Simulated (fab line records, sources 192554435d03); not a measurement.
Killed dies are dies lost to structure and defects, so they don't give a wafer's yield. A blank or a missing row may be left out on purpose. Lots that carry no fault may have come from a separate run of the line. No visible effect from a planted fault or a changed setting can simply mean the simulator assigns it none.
Split-lot trial + flow n5Finfet + on a route of 1938 steps: 7 lots, 21 wafers read

THE SPLIT ITSELF
At N5_PASSIVATION_AL_DEP_21 (deposits Al, target thk 2800 nm, time 170 s), the setting timeS was moved away from the recipe's 170 s on 7 of the 21 wafers read, by -7.8% to +10.4%. For the rest of the wafers, this setting stayed at what the recipe calls for.

The split's own step is where the reading is taken.

THE READING
Al_of_PASSIVATION_AL_DEP_21.thkNm (the simulator's own value, which no gauge read), in nm, at N5_PASSIVATION_AL_DEP_21 (deposits Al, target thk 2800 nm, time 170 s). There is no usual value for it anywhere in the file. Average 2794 nm, standard deviation 28 nm, over the 14 wafers here run with the recipe.

| wafer  | tool, chamber at the split | timeS as run, s | against the recipe | Al_of_PASSIVATION_AL_DEP_21.thkNm, nm | against lot-mates on the recipe |
|--------|----------------------------|-----------------|--------------------|---------------------------------------|---------------------------------|
| L075.2 | pvdSputter-01, -           | 170             | recipe             | 2766                                  | -                               |
| L075.4 | pvdSputter-01, -           | 170             | recipe             | 2751                                  | -                               |
| L075.5 | pvdSputter-01, -           | 170             | recipe             | 2757                                  | -                               |
| L081.4 | pvdSputter-02, -           | 187.7           | +10.4%             | 3087                                  | +277                            |
| L081.5 | pvdSputter-02, -           | 170             | recipe             | 2810                                  | -                               |
| L081.6 | pvdSputter-02, -           | 187.7           | +10.4%             | 3063                                  | +253                            |
| L082.2 | pvdSputter-03, -           | 170             | recipe             | 2801                                  | -                               |
| L082.3 | pvdSputter-03, -           | 170             | recipe             | 2802                                  | -                               |
| L082.6 | pvdSputter-03, -           | 170             | recipe             | 2787                                  | -                               |
| L085.1 | pvdSputter-03, -           | 183.1           | +7.7%              | 3004                                  | +196                            |
| L085.2 | pvdSputter-03, -           | 170             | recipe             | 2811                                  | -                               |
| L085.5 | pvdSputter-03, -           | 170             | recipe             | 2805                                  | -                               |
| L088.2 | pvdSputter-01, -           | 184.5           | +8.5%              | 3044                                  | no lot-mate on the recipe       |
| L088.5 | pvdSputter-01, -           | 184.5           | +8.5%              | 3030                                  | no lot-mate on the recipe       |
| L088.6 | pvdSputter-01, -           | 184.5           | +8.5%              | 3023                                  | no lot-mate on the recipe       |
| L093.2 | pvdSputter-01, -           | 170             | recipe             | 2834                                  | -                               |
| L093.4 | pvdSputter-01, -           | 170             | recipe             | 2839                                  | -                               |
| L093.6 | pvdSputter-01, -           | 170             | recipe             | 2820                                  | -                               |
| L095.1 | pvdSputter-02, -           | 156.7           | -7.8%              | 2562                                  | -206                            |
| L095.3 | pvdSputter-02, -           | 170             | recipe             | 2749                                  | -                               |
| L095.4 | pvdSputter-02, -           | 170             | recipe             | 2787                                  | -                               |

FIT RESULTS
A straight line over all 21 wafers: Al_of_PASSIVATION_AL_DEP_21.thkNm changes by +27.8 nm for each +1% of timeS; r = +0.98; the points scatter about the line by 25 nm.
The same after taking each lot's own level away (the mean of its wafers on the recipe; 18 wafers): +25.6 nm for each +1%; r = +1.00; scatter 9.7 nm.
According to that fit, moving timeS by its largest amount changes the reading by 2.7e+02 nm.
From 2758.0 to 2831.0 nm: that is the span of the lots' own levels, equal to 2.6 times the standard deviation above.
Consequently the slope shifts little with the lot-to-lot level, the two slopes agreeing.
Check: for one of the wafers moved furthest among these (+10.4%), held out of the fit, the line's prediction against its lot-mates is +261 nm. Against them it came out at +277 nm.

THE OTHER SPLITS THESE WAFERS WENT THROUGH
Note: prior to the reading, these wafers also went through further splits. Each is held against what the fit with the lots' levels taken away leaves over:
| other split on the same wafers    | wafers away from the commonest value | r with Al_of_PASSIVATION_AL_DEP_21.thkNm (lot level and that fit taken away) |
|-----------------------------------|--------------------------------------|------------------------------------------------------------------------------|
| N5_BEOL_M12_SPUTTER_44 timeS      | 6                                    | -0.24                                                                        |
| N5_BEOL_M13_CMP_49 downForcePsi   | 6                                    | +0.01                                                                        |
| N5_BEOL_M14_DEP_53 timeS          | 5                                    | -0.03                                                                        |
| N5_BEOL_M15_COAT_04 spinRpm       | 8                                    | -0.30                                                                        |
| N5_MIM_BOT_SPUTTER_00 timeS       | 8                                    | -0.33                                                                        |
| N5_MIM_TOP_LITHO_EXPOSE_05 doseMj | 5                                    | +0.12                                                                        |
| N5_PASSIVATION_VIA_ETCH_13 biasW  | 5                                    | -0.02                                                                        |

THE FILE'S OWN FIT
Al_of_PASSIVATION_AL_DEP_21.thkNm changes by +25.7 nm for each +1% of timeS, r = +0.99.
